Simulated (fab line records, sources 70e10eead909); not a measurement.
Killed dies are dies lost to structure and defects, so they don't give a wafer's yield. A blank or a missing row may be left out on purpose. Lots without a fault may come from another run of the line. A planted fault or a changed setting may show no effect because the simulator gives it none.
Chamber matching | flow nand_harc | NHARC_P_CONTACT_ETCH_35 on rie_diel-09: 4 sister chambers
The step etches the open film in CF4, target depth 39 nm, time 65 s. 4 wafers are shown with their chamber, then 7 later ones without.

WAFERS WITH THEIR CHAMBER
wafer  | chamber | showerhead_plenum_p_Torr (Torr)
L943.1 | 0       | 1.78
L943.6 | 1       | 1.81
L946.2 | 3       | 1.85
L946.3 | 2       | 1.81

WAFERS WITHOUT THEIR CHAMBER
wafer  | showerhead_plenum_p_Torr (Torr)
L946.6 | 1.85
L944.1 | 1.81
L944.5 | 1.78
L944.6 | 1.85
L955.1 | 1.81
L955.2 | 1.85
L955.4 | 1.80

WHICH CHAMBER EACH WENT THROUGH
wafer  | from the rows above     | in truth
L946.6 | 3                       | 3
L944.1 | can't be placed: 1 or 2 | 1
L944.5 | 0                       | 0
L944.6 | 3                       | 3
L955.1 | can't be placed: 1 or 2 | 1
L955.2 | 3                       | 3
L955.4 | can't be placed: 1 or 2 | 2
Placed correctly: 4 of 7. Can't be placed from these rows: 3 (the true chamber is among the candidates in 3). Placed wrongly: 0.
How it was worked out, from the rows above alone: a wafer's distance from a chamber is the root of the sum, over the readings, of the square of ((its reading less the chamber's mean) divided by the reading's scatter). The wafer belongs to the nearest chamber; if the next one is less than 2 further off, it can't be placed. A chamber's mean is the mean of its shown wafers. The scatter: with one shown wafer a chamber, the root of the mean of the squares of how far each hidden wafer lies from its nearest shown one.
